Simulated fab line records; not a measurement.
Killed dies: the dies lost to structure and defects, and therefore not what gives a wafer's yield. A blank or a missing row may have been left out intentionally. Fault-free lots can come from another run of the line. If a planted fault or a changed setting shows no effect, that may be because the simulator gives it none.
Lot-split experiment / flow n5-finfet / 7 lots, 21 wafers read, on a route of 1938 steps

THE SPLIT ITSELF
At N5_BEOL_M4_COAT_67 (time 60 s, resist thk 60 nm), the setting spin-rpm was moved away from the recipe's 1500 rpm on 9 of the 21 wafers read, by -9.3% to +10.4%. The other wafers ran this setting at the recipe's value.

FROM THE SPLIT TO THE READING: what the file shows between them, 5 steps
- N5_BEOL_M4_COAT_68: time 60 s, resist thk 12 nm
- N5_BEOL_M4_COAT_76: time 60 s, resist thk 5 nm
- N5_BEOL_M4_ALD_98: deposits SiO2, target thk 2.5 nm, pulse time 1 s, co reactant pulse time 1 s
- N5_BEOL_M4_ETCHBACK_99: etches SiO2 in CHF3, target depth 5 nm, time 10.4 s
- N5_BEOL_M4_ETCH_70: etches SOC in N2/H2, target depth 80 nm, overetch 24 nm, time 130 s

THE READING
SOC_of_BEOL_M4_COAT_67.thk-nm (the simulator's own value, which no gauge read), in nm, at N5_BEOL_M4_VIA_ETCH_34 (etches the open film in C4F6/O2, target depth 69.4 nm, time 65.9 s). There is no usual value for it anywhere in the file. Average 51.9 nm, standard deviation 0.2 nm, over the 12 wafers here run with the recipe.

wafer=L077.3; tool, chamber at the split=litho-track-05, 0; spin-rpm as run, rpm=1646; against the recipe=+9.7%; SOC_of_BEOL_M4_COAT_67.thk-nm, nm=48.8; against lot-mates on the recipe=-2.6
wafer=L077.5; tool, chamber at the split=litho-track-05, 0; spin-rpm as run, rpm=1646; against the recipe=+9.7%; SOC_of_BEOL_M4_COAT_67.thk-nm, nm=48.2; against lot-mates on the recipe=-3.2
wafer=L077.6; tool, chamber at the split=litho-track-05, 0; spin-rpm as run, rpm=1500; against the recipe=recipe; SOC_of_BEOL_M4_COAT_67.thk-nm, nm=51.4; against lot-mates on the recipe=-
wafer=L079.4; tool, chamber at the split=litho-track-02, 0; spin-rpm as run, rpm=1500; against the recipe=recipe; SOC_of_BEOL_M4_COAT_67.thk-nm, nm=52; against lot-mates on the recipe=-
wafer=L079.5; tool, chamber at the split=litho-track-02, 0; spin-rpm as run, rpm=1500; against the recipe=recipe; SOC_of_BEOL_M4_COAT_67.thk-nm, nm=52; against lot-mates on the recipe=-
wafer=L079.6; tool, chamber at the split=litho-track-02, 0; spin-rpm as run, rpm=1500; against the recipe=recipe; SOC_of_BEOL_M4_COAT_67.thk-nm, nm=51.8; against lot-mates on the recipe=-
wafer=L080.4; tool, chamber at the split=litho-track-02, 0; spin-rpm as run, rpm=1500; against the recipe=recipe; SOC_of_BEOL_M4_COAT_67.thk-nm, nm=51.6; against lot-mates on the recipe=-
wafer=L080.5; tool, chamber at the split=litho-track-02, 0; spin-rpm as run, rpm=1361; against the recipe=-9.3%; SOC_of_BEOL_M4_COAT_67.thk-nm, nm=54.8; against lot-mates on the recipe=+3.2
wafer=L080.6; tool, chamber at the split=litho-track-02, 0; spin-rpm as run, rpm=1361; against the recipe=-9.3%; SOC_of_BEOL_M4_COAT_67.thk-nm, nm=54.6; against lot-mates on the recipe=+3.0
wafer=L084.2; tool, chamber at the split=litho-track-03, 0; spin-rpm as run, rpm=1564; against the recipe=+4.3%; SOC_of_BEOL_M4_COAT_67.thk-nm, nm=51.2; against lot-mates on the recipe=-0.6
wafer=L084.3; tool, chamber at the split=litho-track-03, 0; spin-rpm as run, rpm=1500; against the recipe=recipe; SOC_of_BEOL_M4_COAT_67.thk-nm, nm=51.8; against lot-mates on the recipe=-
wafer=L084.6; tool, chamber at the split=litho-track-03, 0; spin-rpm as run, rpm=1564; against the recipe=+4.3%; SOC_of_BEOL_M4_COAT_67.thk-nm, nm=51.6; against lot-mates on the recipe=-0.2
wafer=L085.2; tool, chamber at the split=litho-track-02, 0; spin-rpm as run, rpm=1500; against the recipe=recipe; SOC_of_BEOL_M4_COAT_67.thk-nm, nm=51.8; against lot-mates on the recipe=-
wafer=L085.3; tool, chamber at the split=litho-track-02, 0; spin-rpm as run, rpm=1500; against the recipe=recipe; SOC_of_BEOL_M4_COAT_67.thk-nm, nm=52; against lot-mates on the recipe=-
wafer=L085.5; tool, chamber at the split=litho-track-02, 0; spin-rpm as run, rpm=1500; against the recipe=recipe; SOC_of_BEOL_M4_COAT_67.thk-nm, nm=52; against lot-mates on the recipe=-
wafer=L087.1; tool, chamber at the split=litho-track-05, 0; spin-rpm as run, rpm=1500; against the recipe=recipe; SOC_of_BEOL_M4_COAT_67.thk-nm, nm=51.8; against lot-mates on the recipe=-
wafer=L087.3; tool, chamber at the split=litho-track-05, 0; spin-rpm as run, rpm=1500; against the recipe=recipe; SOC_of_BEOL_M4_COAT_67.thk-nm, nm=51.8; against lot-mates on the recipe=-
wafer=L087.6; tool, chamber at the split=litho-track-05, 0; spin-rpm as run, rpm=1656; against the recipe=+10.4%; SOC_of_BEOL_M4_COAT_67.thk-nm, nm=48.8; against lot-mates on the recipe=-3.0
wafer=L097.1; tool, chamber at the split=litho-track-03, 0; spin-rpm as run, rpm=1383; against the recipe=-7.8%; SOC_of_BEOL_M4_COAT_67.thk-nm, nm=54; against lot-mates on the recipe=+1.8
wafer=L097.3; tool, chamber at the split=litho-track-03, 0; spin-rpm as run, rpm=1383; against the recipe=-7.8%; SOC_of_BEOL_M4_COAT_67.thk-nm, nm=54.6; against lot-mates on the recipe=+2.4
wafer=L097.5; tool, chamber at the split=litho-track-03, 0; spin-rpm as run, rpm=1500; against the recipe=recipe; SOC_of_BEOL_M4_COAT_67.thk-nm, nm=52.2; against lot-mates on the recipe=-

FIT RESULTS
A straight line over all 21 wafers: SOC_of_BEOL_M4_COAT_67.thk-nm changes by -0.306 nm for each +1% of spin-rpm; r = -0.98; the points scatter about the line by 0.37 nm.
The same after taking each lot's own level away (the mean of its wafers on the recipe; 21 wafers): -0.29 nm for each +1%; r = -0.98; scatter 0.33 nm.
That fit puts the effect of the largest move of spin-rpm on the reading at 3 nm.
Across the lots, their own levels run from 51.40 to 52.20 nm, a range of 4.0 times the standard deviation given above.
The two slopes agree, so the slope changes little with the lot-to-lot level.
Check: -2.89 nm against its lot-mates is what the line predicts for one of the wafers moved furthest among these (+10.4%) when that wafer is left out of the fit. It came out at -3 nm against them.

THE WHOLE CHAIN: every reading that the file lists as answering this split, in the file's order
step=N5_BEOL_M4_COAT_67; what it does=time 60 s, resist thk 60 nm; reading=SOC_of_BEOL_M4_COAT_67.thk-nm (the simulator's own value, which no gauge read); change (the file's fit)=-0.297 nm for each +1% of the setting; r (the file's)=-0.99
step=N5_BEOL_M4_ETCH_70; what it does=etches SOC in N2/H2, target depth 80 nm, overetch 24 nm, time 130 s; reading=etch.depth-nm (the simulator's own value, which no gauge read); change (the file's fit)=-0.304 nm for each +1% of the setting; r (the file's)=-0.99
step=N5_BEOL_M4_VIA_ETCH_34; what it does=etches the open film in C4F6/O2, target depth 69.4 nm, time 65.9 s; reading=SOC_of_BEOL_M4_COAT_67.thk-nm (the simulator's own value, which no gauge read); change (the file's fit)=-0.289 nm for each +1% of the setting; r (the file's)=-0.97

FILE'S OWN FIT
SOC_of_BEOL_M4_COAT_67.thk-nm changes by -0.289 nm for each +1% of spin-rpm, r = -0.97.
